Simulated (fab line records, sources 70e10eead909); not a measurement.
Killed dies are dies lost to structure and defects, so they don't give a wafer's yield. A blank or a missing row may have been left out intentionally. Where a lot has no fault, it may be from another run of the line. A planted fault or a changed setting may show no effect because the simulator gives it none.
Matching of chambers	flow nand harc	4 sister chambers for NHARC_P_GATE_DESCUM_61 on rie diel-13
The step chemistry O2, time 3 s. 4 wafers are shown with their chamber, then 12 later ones without.

## WAFERS WITH THEIR CHAMBER
wafer	chamber	showerhead plenum p Torr (Torr)
L091.4	3	1.97
L092.4	2	1.84
L092.5	1	1.84
L092.6	0	1.82

## WAFERS WITHOUT THEIR CHAMBER
wafer	showerhead plenum p Torr (Torr)
L093.1	1.83
L093.3	1.84
L093.4	1.97
L094.4	1.84
L094.5	1.97
L094.6	1.84
L096.3	1.83
L096.4	1.82
L096.6	1.82
L097.1	1.83
L097.2	1.82
L097.4	1.97

## WHICH CHAMBER EACH ONE RAN IN
wafer	from the rows above	in truth
L093.1	can't be placed: 0 or 1 or 2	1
L093.3	can't be placed: 1 or 2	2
L093.4	3	3
L094.4	can't be placed: 1 or 2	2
L094.5	3	3
L094.6	can't be placed: 1 or 2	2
L096.3	can't be placed: 0 or 1 or 2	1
L096.4	0	0
L096.6	0	0
L097.1	can't be placed: 0 or 1 or 2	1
L097.2	0	0
L097.4	3	3
6 of 12 placed correctly. Can't be placed from these rows: 6 (the true chamber is among the candidates in 6). Wrongly placed: 0.
How it was worked out, from the rows above alone: a wafer's distance from a chamber is the root of the sum, over the readings, of the square of ((its reading less the chamber's mean) divided by the reading's scatter). If the next closest chamber is less than 2 further off than the closest, the wafer can't be placed; otherwise it belongs to the closest. The mean given for a chamber averages the wafers shown for that chamber. The scatter: root of mean squared gap, hidden wafer to nearest shown wafer, with one shown wafer a chamber.
